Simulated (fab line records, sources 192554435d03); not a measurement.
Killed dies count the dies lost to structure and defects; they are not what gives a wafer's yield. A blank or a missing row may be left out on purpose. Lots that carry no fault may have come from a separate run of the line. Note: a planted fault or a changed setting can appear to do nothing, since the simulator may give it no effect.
Split-lot study    flow n5-finfet    route with 1938 steps; 7 lots, 21 wafers read

## SPLIT DETAILS
At N5_BEOL_M10_EXPOSE_08 (exposes mask M10), the setting dose-mj was moved away from the recipe's 53.75 on 3 of the 21 wafers read, by -5.8% to -3.3%. For the rest of the wafers, this setting stayed at what the recipe calls for.

## FROM THE SPLIT TO THE READING: what the file shows between them, 5 steps
- N5_BEOL_M10_PEB_09: peb time 60 s
- N5_BEOL_M10_DEVELOP_10: develop time 30 s
- N5_BEOL_M10_CD_MEAS_11: target cd 64.1 nm
- N5_BEOL_M10_HM_OPEN_17: chemistry Cl2/BCl3, target TiN, target depth 20 nm, overetch 6 nm
- N5_BEOL_M10_STRIP_19: strips in O2

## THE READING
cd-nm, in nm, at N5_BEOL_M10_CD_MEAS_18 (pitch 140 nm, target cd 70 nm). On this fab line, fault-free wafers typically give 70.4 nm with a standard deviation of 0.84 nm.

wafer   tool, chamber at the split  dose-mj as run  against the recipe  cd-nm, nm  against lot-mates on the recipe
L080.3  arfi-scanner-03, 0          51.99           -3.3%               69.0       -2.2
L080.5  arfi-scanner-03, 0          51.99           -3.3%               68.6       -2.6
L080.6  arfi-scanner-03, 0          53.75           recipe              71.2       -
L082.4  arfi-scanner-01, 0          53.75           recipe              70.5       -
L082.5  arfi-scanner-01, 0          53.75           recipe              70.0       -
L082.6  arfi-scanner-01, 0          53.75           recipe              70.4       -
L083.3  arfi-scanner-03, 0          53.75           recipe              71.5       -
L083.4  arfi-scanner-03, 0          53.75           recipe              70.9       -
L083.5  arfi-scanner-03, 0          53.75           recipe              71.8       -
L084.1  arfi-scanner-01, 0          53.75           recipe              70.0       -
L084.3  arfi-scanner-01, 0          53.75           recipe              69.9       -
L084.4  arfi-scanner-01, 0          53.75           recipe              71.1       -
L086.1  arfi-scanner-02, 0          53.75           recipe              69.2       -
L086.4  arfi-scanner-02, 0          53.75           recipe              70.7       -
L086.6  arfi-scanner-02, 0          53.75           recipe              70.8       -
L092.1  arfi-scanner-02, 0          53.75           recipe              72.0       -
L092.3  arfi-scanner-02, 0          53.75           recipe              71.1       -
L092.4  arfi-scanner-02, 0          50.62           -5.8%               66.9       -4.6
L097.2  arfi-scanner-03, 0          53.75           recipe              70.3       -
L097.4  arfi-scanner-03, 0          53.75           recipe              69.0       -
L097.6  arfi-scanner-03, 0          53.75           recipe              70.4       -

THE FIT
A straight line over all 21 wafers: cd-nm changes by +0.604 nm for each +1% of dose-mj; r = +0.78; the points scatter about the line by 0.77 nm.
The same after taking each lot's own level away (the mean of its wafers on the recipe; 21 wafers): +0.775 nm for each +1%; r = +0.93; scatter 0.5 nm.
That fit puts the effect of the largest move of dose-mj on the reading at 4.5 nm.
The span of the lots' own levels, 69.90 to 71.55 nm, comes to 2.0 times the standard deviation stated above.
So the lot-to-lot level blurs the effect unless lot-mates are compared.
Check: for one of the wafers moved furthest among these (-5.8%), held out of the fit, the line's prediction against its lot-mates is -4.27 nm. Against them it came out at -4.65 nm.

## OTHER SPLITS ON THESE WAFERS
Before the reading, these wafers also passed through other splits. Each is held against what the fit with the lots' levels taken away leaves over:
other split on the same wafers  wafers away from the commonest value  r with cd-nm (lot level and that fit taken away)
N5_BEOL_M5_ETCH_41 source-w     5                                     -0.03
N5_BEOL_M7_ETCH_41 source-w     8                                     +0.14
N5_BEOL_M8_COAT_22 spin-rpm     4                                     +0.44
N5_BEOL_M8_EXPOSE_25 dose-mj    5                                     -0.03
N5_BEOL_M9_COAT_22 spin-rpm     8                                     -0.26

## THE WHOLE CHAIN: every reading that the file lists as answering this split, in the file's order
step                    what it does                   reading  change (the file's fit)                r (the file's)
N5_BEOL_M10_CD_MEAS_11  target cd 64.1 nm              cd-nm    +0.552 nm for each +1% of the setting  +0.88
N5_BEOL_M10_CD_MEAS_18  pitch 140 nm, target cd 70 nm  cd-nm    +0.79 nm for each +1% of the setting   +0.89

## FILE'S OWN FIT
cd-nm changes by +0.79 nm for each +1% of dose-mj, r = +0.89.
